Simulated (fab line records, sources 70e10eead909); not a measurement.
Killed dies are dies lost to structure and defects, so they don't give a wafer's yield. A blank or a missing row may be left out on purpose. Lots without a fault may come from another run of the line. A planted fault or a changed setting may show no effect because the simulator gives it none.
A struck lot beside a sound one | flow nand_harc | 14 steps out of a route of 1302
Sound: wafers L279.3, L279.4, L279.6. Struck: wafer L289.2. (L289.1, L289.3 of the same lot were not struck and are left out.) The cause comes at the end.
At each step with rows: each side's tool, then ch and its chambers, then its first start. Under that, the readings that differ: sound wafers | struck wafers | difference of the means | sigmas: that difference in standard deviations of wafers without a fault.
alike: readings whose means differ by less than 2 such deviations, and words and numbers that are the same on both sides. not compared: withheld readings, readings that some wafer has no value for, bounds like >300 that may hide the same value, and numbers for which the record gives no deviation and whose values overlap.
The two part at a step that has a row with sigmas, a row that says differs or no value, or rows on one side only. Numbers that don't overlap but have no deviation are shown without sigmas and don't part them. A reading that every wafer of one side lacks parts them only if that side has two wafers or more.

first, 1 step without rows for these wafers: NHARC_P_GATE_STRIP_96 (strips in SPM, time 900 s).
NHARC_P_GATE_RTA_64: time 1 s.
  sound on rtp_anneal-01 ch 0, day 8 05:01; struck on rtp_anneal-02 ch 0, day 13 01:14
  reading            | sound                | struck | difference | sigmas
  anneal_temp_c_max  | 1054.2 1057.1 1054.9 | 1061.4 | +6.0       | +4
  lamp_power_pct (%) | 36.2 36.2 36.1       | 37.2   | +1.0       | +2
  alike: wafer_temp_C_max
then, 1 step without rows for these wafers: NHARC_P_GATE_ETCH_77 (etches SiO2 in dHF, target depth 6 nm).
NHARC_P_GATE_DEGAS_109: time 60 s.
  sound on pvd_sputter-01, day 8 05:15; struck on pvd_sputter-01, day 13 01:33
  alike: heater_power_w
then, 5 steps without rows for these wafers: NHARC_P_GATE_PRE_CLEAN_110 (time 30 s); NHARC_P_GATE_SPUTTER_78 (material Ni, target thk 10 nm); NHARC_P_GATE_SPUTTER_79 (material TiN, target thk 10 nm); NHARC_P_GATE_RTA_80 (time 30 s); NHARC_P_GATE_STRIP_67 (strips in SPM, time 600 s).
NHARC_P_GATE_RTA_82: time 30 s.
  sound on rtp_anneal-01 ch 0, day 8 06:08; struck on rtp_anneal-01 ch 0, day 13 02:18
  alike: anneal_temp_c_max, lamp_power_pct, wafer_temp_C_max
NHARC_P_GATE_INSPECT_68:
  sound on defect_inspect-01, day 8 06:16; struck on defect_inspect-02, day 13 02:30
  alike: raw_defect_count
NHARC_P_CONTACT_DEP_30: deposits SiNx, target thk 30 nm.
  sound on pecvd-03 ch 0,2, day 8 06:23; struck on pecvd-03 ch 1, day 13 02:34
  reading            | sound       | struck | difference | sigmas
  heater_power_w (W) | 532 553 628 | 861    | +290       | +3
  alike: rf_fwd_power_W
  not compared: since_wet_clean_h
NHARC_P_CONTACT_DEP_00: deposits SiO2, target thk 500 nm.
  sound on pecvd-03 ch 0,2, day 8 06:37; struck on pecvd-03 ch 1, day 13 02:48
  reading                   | sound             | struck | difference | sigmas
  heater_power_w (W)        | 371 405 503       | 630    | +204       | +2
  mfc_precursor_sccm (sccm) | 161.7 162.2 161.9 | 59.2   | -102.7     | -99 or more
  showerhead_vpp_V (V)      | 1709 1736 1832    | 1936   | +177       | +3
  throttle_valve_pct (%)    | 16.0 16.1 16.5    | 14.1   | -2.1       | -6
  alike: rf_fwd_power_W
  not compared: since_wet_clean_h
NHARC_P_CONTACT_CMP_01: polishes SiO2, target thk 200 nm.
  sound on cmp-01 ch 0,1,2, day 8 07:05; struck on cmp-04 ch 2, day 13 03:17
  alike: motor_current_A

WHERE THEY PART
First at NHARC_P_GATE_RTA_64; last, within this record, at NHARC_P_CONTACT_DEP_00. Later steps at which nothing parts them and some readings are alike: NHARC_P_CONTACT_CMP_01.

WHY: what the simulator had put in
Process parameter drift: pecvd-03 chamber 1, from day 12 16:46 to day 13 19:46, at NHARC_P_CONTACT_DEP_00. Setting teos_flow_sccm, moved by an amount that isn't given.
